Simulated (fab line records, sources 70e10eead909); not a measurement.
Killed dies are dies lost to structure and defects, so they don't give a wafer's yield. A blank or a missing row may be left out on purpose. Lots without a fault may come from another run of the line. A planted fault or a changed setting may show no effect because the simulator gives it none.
Which tool did it? | flow nand_harc | 24 lots, 72 wafers sampled, at 6 steps of a route of 1302

WHAT THE GAUGES READ, wafer by wafer
NHARC_A_M0_OVL_MEAS_10: pitch 160 nm. Usual: overlay_x_nm 0.0 nm, standard deviation 0.93; overlay_y_nm -0.4 nm, standard deviation 0.77.
lot  | measured     | on         | overlay_x_nm (nm) | overlay_y_nm (nm) | flag
L074 | day 23 13:10 | overlay-02 | 0.6 0.2 0.1       | -1.4 -0.3 -0.5    |
L075 | day 23 14:36 | overlay-02 | -0.6 -1.2 -0.3    | -1.0 -0.8 -0.8    |
L077 | day 23 19:54 | overlay-01 | 0.6 0.8 0.7       | -0.5 -0.4 -0.5    |
L076 | day 24 03:50 | overlay-02 | -0.9 -0.7 -0.9    | 0.1 0.6 0.4       |
L078 | day 24 04:12 | overlay-02 | -1.1 -0.3 -1.5    | 0.7 0.3 0.9       |
L079 | day 24 06:54 | overlay-02 | -0.8 -0.6 -0.6    | -1.0 -0.3 -0.5    |
L081 | day 25 09:16 | overlay-01 | 1.2 0.9 0.9       | -1.9 -2.6 -2.0    |
L080 | day 25 12:19 | overlay-02 | -0.7 -0.3 -0.6    | -0.6 -0.6 -0.1    |
L082 | day 25 22:51 | overlay-01 | 1.9 1.6 1.6       | 0.1 -0.5 -0.7     |
L083 | day 26 01:02 | overlay-02 | 0.6 1.0 1.0       | -0.5 -0.6 0.0     |
L084 | day 26 22:37 | overlay-01 | -0.4 -0.5 -0.3    | -0.1 0.4 0.1      |
L085 | day 27 05:04 | overlay-02 | 0.8 0.9 1.3       | 0.8 1.0 0.6       |
L086 | day 27 06:32 | overlay-01 | -1.1 -1.3 -1.2    | -0.4 -0.4 -0.8    |
L089 | day 28 06:07 | overlay-01 | -0.2 -0.3 0.9     | 0.9 1.3 1.0       |
L088 | day 28 07:12 | overlay-01 | -1.4 -1.1 -0.8    | -0.4 -0.4 -0.4    |
L087 | day 28 12:35 | overlay-01 | -1.4 -1.7 -1.1    | -1.7 -1.6 -1.3    |
L092 | day 29 15:28 | overlay-02 | 0.4 0.2 0.4       | -0.1 -0.2 0.4     |
L090 | day 29 18:16 | overlay-02 | 0.2 -0.1 -0.5     | -1.1 -0.4 -0.5    |
L091 | day 29 19:20 | overlay-01 | 0.9 0.4 1.2       | -0.3 -0.8 -0.5    |
L093 | day 30 16:31 | overlay-02 | 0.2 1.0 0.7       | 0.2 0.2 0.5       |
L094 | day 31 00:16 | overlay-01 | 0.0 -0.4 0.7      | -1.7 -1.2 -1.0    |
L096 | day 31 19:39 | overlay-01 | 0.8 0.0 0.4       | 0.3 0.1 0.0       |
L095 | day 31 23:05 | overlay-01 | -1.2 -0.6 -0.2    | -0.1 0.2 -0.1     |
L097 | day 32 11:35 | overlay-02 | 2.3 1.6 1.7       | -1.4 -1.3 -1.7    |

NHARC_A_BONDPAD_THK_MEAS_30: measures by ellipsometry. Usual: thk_nm 200.2 nm, standard deviation 1.9.
lot  | measured     | on            | thk_nm (nm)       | flag
L074 | day 23 21:15 | film_metro-01 | 197.5 203.7 200.5 |
L075 | day 23 22:43 | film_metro-02 | 201.8 205.5 203.2 |
L077 | day 24 04:00 | film_metro-02 | 202.6 198.8 200.0 |
L076 | day 24 12:20 | film_metro-02 | 199.2 199.5 198.7 |
L078 | day 24 12:46 | film_metro-02 | 199.8 202.4 197.4 |
L079 | day 24 15:10 | film_metro-02 | 198.4 198.3 201.3 |
L081 | day 25 17:37 | film_metro-01 | 201.1 200.4 202.5 |
L080 | day 25 20:44 | film_metro-02 | 203.3 199.0 202.6 |
L082 | day 26 07:07 | film_metro-01 | 198.6 197.3 199.2 |
L083 | day 26 09:35 | film_metro-02 | 197.2 200.7 199.3 |
L084 | day 27 07:12 | film_metro-01 | 200.6 204.6 204.1 |
L085 | day 27 13:32 | film_metro-01 | 198.3 198.8 197.7 |
L086 | day 27 14:31 | film_metro-01 | 197.4 198.3 199.9 |
L089 | day 28 14:33 | film_metro-01 | 200.4 198.4 200.8 |
L088 | day 28 15:37 | film_metro-01 | 199.9 202.4 200.5 |
L087 | day 28 20:55 | film_metro-02 | 201.1 198.8 197.9 |
L092 | day 29 23:35 | film_metro-02 | 198.3 200.2 200.2 |
L090 | day 30 02:20 | film_metro-02 | 202.9 199.6 196.5 |
L091 | day 30 03:25 | film_metro-01 | 198.4 198.7 198.6 |
L093 | day 31 00:38 | film_metro-01 | 201.1 198.0 198.9 |
L094 | day 31 08:26 | film_metro-02 | 199.6 199.2 198.7 |
L096 | day 32 04:00 | film_metro-02 | 201.3 200.0 200.5 |
L095 | day 32 07:40 | film_metro-02 | 199.7 202.2 203.0 |
L097 | day 32 19:38 | film_metro-01 | 201.0 202.0 201.2 |

WHICH TOOL RAN EACH LOT (tool, then ch and the chambers of the sampled wafers, then the start)
lot  | NHARC_A_M0_STRIP_18                | NHARC_A_M0_PVD_20                       | NHARC_A_M0_DEP_32               | NHARC_A_M1_STRIP_18
L074 | rie_diel-02 ch 0,3, day 23 13:38   | pvd_sputter-02, day 23 16:00 or earlier | pecvd-02 ch 0,1,2, day 23 16:00 | rie_diel-12 ch 2,3, day 23 17:44
L075 | rie_diel-06 ch 0,1,2, day 23 15:04 | pvd_sputter-03, day 23 17:25 or earlier | pecvd-02 ch 0,1, day 23 17:25   | rie_diel-12 ch 0,3, day 23 19:09
L077 | rie_diel-02 ch 0,2,3, day 23 20:33 | pvd_sputter-01, day 23 22:50 or earlier | pecvd-01 ch 0,2, day 23 22:50   | rie_diel-05 ch 0,1,3, day 24 00:30
L076 | rie_diel-06 ch 1,2, day 24 04:32   | pvd_sputter-01, day 24 06:53 or earlier | pecvd-04 ch 0,1, day 24 06:53   | rie_diel-12 ch 1,2, day 24 08:47
L078 | rie_diel-03 ch 0,1,2, day 24 04:40 | pvd_sputter-03, day 24 07:04 or earlier | pecvd-01 ch 0,2, day 24 07:04   | rie_diel-08 ch 1,2,3, day 24 09:07
L079 | rie_diel-06 ch 1,2, day 24 07:34   | pvd_sputter-03, day 24 10:02 or earlier | pecvd-04 ch 0,1, day 24 10:02   | rie_diel-05 ch 0,1,2, day 24 11:37
L081 | rie_diel-02 ch 0,1,2, day 25 09:47 | pvd_sputter-02, day 25 12:17 or earlier | pecvd-01 ch 0,2, day 25 12:17   | rie_diel-08 ch 0,1,3, day 25 14:07
L080 | rie_diel-03 ch 1,2, day 25 12:47   | pvd_sputter-02, day 25 15:04 or earlier | pecvd-01 ch 0,1,2, day 25 15:04 | rie_diel-05 ch 1,2,3, day 25 16:51
L082 | rie_diel-06 ch 2,3, day 25 23:19   | pvd_sputter-01, day 26 01:36 or earlier | pecvd-04 ch 0,1,2, day 26 01:36 | rie_diel-12 ch 0,1, day 26 03:24
L083 | rie_diel-06 ch 1,2, day 26 01:31   | pvd_sputter-02, day 26 03:47 or earlier | pecvd-04 ch 0,1,2, day 26 03:47 | rie_diel-08 ch 0,1,3, day 26 05:44
L084 | rie_diel-02 ch 0,1,3, day 26 23:06 | pvd_sputter-01, day 27 01:22 or earlier | pecvd-02 ch 0,1,2, day 27 01:22 | rie_diel-05 ch 1,2,3, day 27 03:38
L085 | rie_diel-03 ch 0,1,2, day 27 05:32 | pvd_sputter-01, day 27 08:14 or earlier | pecvd-01 ch 0,1,2, day 27 08:14 | rie_diel-05 ch 0,1, day 27 09:59
L086 | rie_diel-03 ch 0,1,2, day 27 07:02 | pvd_sputter-02, day 27 09:17 or earlier | pecvd-01 ch 0,1,2, day 27 09:17 | rie_diel-05 ch 1,2,3, day 27 10:58
L089 | rie_diel-06 ch 0,1,2, day 28 06:37 | pvd_sputter-02, day 28 09:09 or earlier | pecvd-01 ch 0,1, day 28 09:09   | rie_diel-12 ch 0,2,3, day 28 10:57
L088 | rie_diel-06 ch 0,2,3, day 28 07:43 | pvd_sputter-02, day 28 08:26            | pecvd-04 ch 0,1,2, day 28 10:11 | rie_diel-12 ch 1,2,3, day 28 12:00
L087 | rie_diel-06 ch 0,1,2, day 28 13:04 | pvd_sputter-02, day 28 13:51            | pecvd-02 ch 0,1, day 28 15:35   | rie_diel-12 ch 1,3, day 28 17:22
L092 | rie_diel-02 ch 0,3, day 29 15:56   | pvd_sputter-03, day 29 18:16 or earlier | pecvd-04 ch 0,1,2, day 29 18:16 | rie_diel-08 ch 0,1,3, day 29 20:01
L090 | rie_diel-03 ch 0,1,2, day 29 18:46 | pvd_sputter-03, day 29 21:02 or earlier | pecvd-04 ch 1,2, day 29 21:02   | rie_diel-08 ch 0,2,3, day 29 22:50
L091 | rie_diel-03 ch 0,1,3, day 29 19:52 | pvd_sputter-03, day 29 22:08 or earlier | pecvd-02 ch 0,1, day 29 22:08   | rie_diel-05 ch 0,2,3, day 29 23:53
L093 | rie_diel-02 ch 0,1,3, day 30 17:01 | pvd_sputter-01, day 30 19:14 or earlier | pecvd-04 ch 0,1, day 30 19:14   | rie_diel-05 ch 0,1,3, day 30 21:05
L094 | rie_diel-03 ch 0,1,3, day 31 00:46 | pvd_sputter-02, day 31 03:01 or earlier | pecvd-04 ch 0,1,2, day 31 03:01 | rie_diel-12 ch 2,3, day 31 04:50
L096 | rie_diel-06 ch 2,3, day 31 20:08   | pvd_sputter-01, day 31 22:22 or earlier | pecvd-01 ch 0,1,2, day 31 22:22 | rie_diel-05 ch 1,3, day 32 00:13
L095 | rie_diel-02 ch 0,1,3, day 32 00:01 | pvd_sputter-02, day 32 02:20 or earlier | pecvd-01 ch 0,1, day 32 02:20   | rie_diel-05 ch 0,1,3, day 32 04:06
L097 | rie_diel-06 ch 0,2,3, day 32 12:03 | pvd_sputter-01, day 32 14:22 or earlier | pecvd-02 ch 0,1,2, day 32 14:22 | rie_diel-08 ch 0,2,3, day 32 16:04
- NHARC_A_M0_STRIP_18: strips in N2/H2.
- NHARC_A_M0_PVD_20: deposits TaN, target thk 5 nm, time 8.06 s.
- NHARC_A_M0_DEP_32: deposits SiCN, target thk 30 nm.
- NHARC_A_M1_STRIP_18: strips in N2/H2.

WHAT THE TOOLS THEMSELVES READ (means of the sampled wafers that have a number; where no wafer has one, the mark that the record gives instead)
NHARC_A_M0_STRIP_18. Usual: drypump_motor_current_A 5.7 A, standard deviation 0.52; oes_product_au 1.002 a.u., standard deviation 0.014; rf_vpp_V 90.4 V, standard deviation 0.95; showerhead_plenum_p_Torr 2.01 Torr, standard deviation 0.096; throttle_valve_pct 14.171 %, standard deviation 0.0095.
lot  | tool        | drypump_motor_current_A (A) | oes_product_au (a.u.) | rf_vpp_V (V) | showerhead_plenum_p_Torr (Torr) | throttle_valve_pct (%) | flag
L074 | rie_diel-02 | 5.2                         | 0.995                 | 89.2         | 2.01                            | 14.174                 |
L075 | rie_diel-06 | 5.9                         | 0.993                 | 90.9         | 2.07                            | 14.170                 |
L077 | rie_diel-02 | 5.5                         | 0.998                 | 89.9         | 2.04                            | 14.175                 |
L076 | rie_diel-06 | 5.9                         | 1.011                 | 91.2         | 2.12                            | 14.180                 |
L078 | rie_diel-03 | 5.7                         | 1.005                 | 89.7         | 1.96                            | 14.178                 |
L079 | rie_diel-06 | 6.2                         | 1.013                 | 90.7         | 2.11                            | 14.175                 |
L081 | rie_diel-02 | 5.4                         | 0.989                 | 91.7         | 2.04                            | 14.170                 |
L080 | rie_diel-03 | 6.0                         | 1.014                 | 90.2         | 1.94                            | 14.177                 |
L082 | rie_diel-06 | 6.1                         | 1.007                 | 90.1         | 1.97                            | 14.173                 |
L083 | rie_diel-06 | 5.9                         | 1.017                 | 90.7         | 2.12                            | 14.172                 |
L084 | rie_diel-02 | 5.2                         | 0.987                 | 89.8         | 2.01                            | 14.170                 |
L085 | rie_diel-03 | 5.7                         | 1.009                 | 89.6         | 1.96                            | 14.169                 |
L086 | rie_diel-03 | 5.7                         | 1.009                 | 90.3         | 1.96                            | 14.167                 |
L089 | rie_diel-06 | 5.9                         | 1.006                 | 90.4         | 2.07                            | 14.172                 |
L088 | rie_diel-06 | 6.0                         | 1.003                 | 91.2         | 1.99                            | 14.168                 |
L087 | rie_diel-06 | 5.9                         | 1.008                 | 90.7         | 2.07                            | 14.177                 |
L092 | rie_diel-02 | 5.5                         | 0.994                 | 90.4         | 2.09                            | 14.171                 |
L090 | rie_diel-03 | 5.7                         | 0.988                 | 90.1         | 1.96                            | 14.165                 |
L091 | rie_diel-03 | 5.3                         | 0.996                 | 89.7         | 1.96                            | 14.171                 |
L093 | rie_diel-02 | 5.1                         | 1.001                 | 90.2         | 2.01                            | 14.162                 |
L094 | rie_diel-03 | 5.3                         | 1.005                 | 90.2         | 1.96                            | 14.171                 |
L096 | rie_diel-06 | 6.1                         | 1.016                 | 91.2         | 1.97                            | 14.168                 |
L095 | rie_diel-02 | 5.2                         | 0.996                 | 89.7         | 2.01                            | 14.170                 |
L097 | rie_diel-06 | 6.0                         | 1.006                 | 90.4         | 1.99                            | 14.174                 |

NHARC_A_M0_PVD_20. Usual: throttle_valve_pct 30.0 %, standard deviation 0.96.
lot  | tool           | throttle_valve_pct (%) | flag
L074 | pvd_sputter-02 | 29.7                   |
L075 | pvd_sputter-03 | 30.3                   |
L077 | pvd_sputter-01 | 28.5                   |
L076 | pvd_sputter-01 | 29.2                   |
L078 | pvd_sputter-03 | 30.2                   |
L079 | pvd_sputter-03 | 30.1                   |
L081 | pvd_sputter-02 | 29.9                   |
L080 | pvd_sputter-02 | 29.7                   |
L082 | pvd_sputter-01 | 30.2                   |
L083 | pvd_sputter-02 | 29.8                   |
L084 | pvd_sputter-01 | 31.3                   |
L085 | pvd_sputter-01 | 29.5                   |
L086 | pvd_sputter-02 | 29.8                   |
L089 | pvd_sputter-02 | 30.3                   |
L088 | pvd_sputter-02 | 30.1                   |
L087 | pvd_sputter-02 | 29.9                   |
L092 | pvd_sputter-03 | 29.6                   |
L090 | pvd_sputter-03 | 30.2                   |
L091 | pvd_sputter-03 | 30.5                   |
L093 | pvd_sputter-01 | 29.7                   |
L094 | pvd_sputter-02 | 29.8                   |
L096 | pvd_sputter-01 | 31.5                   |
L095 | pvd_sputter-02 | 30.0                   |
L097 | pvd_sputter-01 | 29.5                   |

NHARC_A_M0_DEP_32. Usual: heater_power_w 634 W, standard deviation 91.
lot  | tool     | heater_power_w (W) | flag
L074 | pecvd-02 | 625                |
L075 | pecvd-02 | 581                |
L077 | pecvd-01 | 726                |
L076 | pecvd-04 | 718                |
L078 | pecvd-01 | 754                |
L079 | pecvd-04 | 687                |
L081 | pecvd-01 | 690                |
L080 | pecvd-01 | 677                |
L082 | pecvd-04 | 651                |
L083 | pecvd-04 | 646                |
L084 | pecvd-02 | 578                |
L085 | pecvd-01 | 670                |
L086 | pecvd-01 | 655                |
L089 | pecvd-01 | 564                |
L088 | pecvd-04 | 655                |
L087 | pecvd-02 | 542                |
L092 | pecvd-04 | 620                |
L090 | pecvd-04 | 590                |
L091 | pecvd-02 | 582                |
L093 | pecvd-04 | 692                |
L094 | pecvd-04 | 649                |
L096 | pecvd-01 | 658                |
L095 | pecvd-01 | 562                |
L097 | pecvd-02 | 553                |

NHARC_A_M1_STRIP_18. Usual: drypump_motor_current_A 6.0 A, standard deviation 0.54; oes_product_au 0.997 a.u., standard deviation 0.014; rf_vpp_V 90.6 V, standard deviation 0.85; showerhead_plenum_p_Torr 2.04 Torr, standard deviation 0.067; throttle_valve_pct 14.172 %, standard deviation 0.009.
lot  | tool        | drypump_motor_current_A (A) | oes_product_au (a.u.) | rf_vpp_V (V) | showerhead_plenum_p_Torr (Torr) | throttle_valve_pct (%) | flag
L074 | rie_diel-12 | 5.8                         | 0.994                 | 91.3         | 2.08                            | 14.165                 |
L075 | rie_diel-12 | 6.0                         | 1.000                 | 90.9         | 2.07                            | 14.180                 |
L077 | rie_diel-05 | 5.5                         | 0.997                 | 90.7         | 2.04                            | 14.182                 |
L076 | rie_diel-12 | 5.9                         | 0.991                 | 91.6         | 2.03                            | 14.175                 |
L078 | rie_diel-08 | 6.3                         | 0.994                 | 91.1         | 2.05                            | 14.163                 |
L079 | rie_diel-05 | 6.1                         | 0.999                 | 90.7         | 2.02                            | 14.169                 |
L081 | rie_diel-08 | 6.2                         | 0.999                 | 90.9         | 2.02                            | 14.177                 |
L080 | rie_diel-05 | 5.9                         | 0.999                 | 91.1         | 2.03                            | 14.168                 |
L082 | rie_diel-12 | 6.1                         | 0.990                 | 91.3         | 2.02                            | 14.173                 |
L083 | rie_diel-08 | 6.2                         | 0.998                 | 90.1         | 2.02                            | 14.174                 |
L084 | rie_diel-05 | 5.9                         | 0.988                 | 90.4         | 2.03                            | 14.171                 |
L085 | rie_diel-05 | 5.7                         | 0.981                 | 89.6         | 2.03                            | 14.168                 |
L086 | rie_diel-05 | 5.9                         | 1.000                 | 90.5         | 2.03                            | 14.171                 |
L089 | rie_diel-12 | 6.1                         | 0.996                 | 90.9         | 2.11                            | 14.176                 |
L088 | rie_diel-12 | 5.9                         | 0.991                 | 90.9         | 2.05                            | 14.172                 |
L087 | rie_diel-12 | 5.7                         | 0.994                 | 90.7         | 2.01                            | 14.169                 |
L092 | rie_diel-08 | 6.2                         | 1.009                 | 90.9         | 2.02                            | 14.181                 |
L090 | rie_diel-08 | 6.2                         | 1.004                 | 90.4         | 2.00                            | 14.180                 |
L091 | rie_diel-05 | 5.5                         | 1.001                 | 91.0         | 2.01                            | 14.169                 |
L093 | rie_diel-05 | 5.5                         | 0.991                 | 91.0         | 2.04                            | 14.171                 |
L094 | rie_diel-12 | 6.0                         | 0.999                 | 91.1         | 2.12                            | 14.172                 |
L096 | rie_diel-05 | 5.3                         | 1.016                 | 89.6         | 2.05                            | 14.169                 |
L095 | rie_diel-05 | 5.5                         | 1.000                 | 90.6         | 2.04                            | 14.161                 |
L097 | rie_diel-08 | 6.2                         | 0.994                 | 90.1         | 2.00                            | 14.179                 |

THE ANSWER, worked out from the rows above alone
Rule: a lot is off if the mean of its wafers that have a number lies more than 3 standard deviations from the usual mean. A lot without any number at a reading at which 4 lots or more have one is off too. The other lots that the step has rows for count as sound. The gauges are gone through in route order, then the tools' own readings, and for those a lot's mean is taken as printed above. The first step at which some lot is off is used, and at that step the reading that is off furthest; a lot without a number counts as furthest.
No lot is off at any reading shown: from this, nothing can be told.

WHAT THE SIMULATOR HAD PUT IN
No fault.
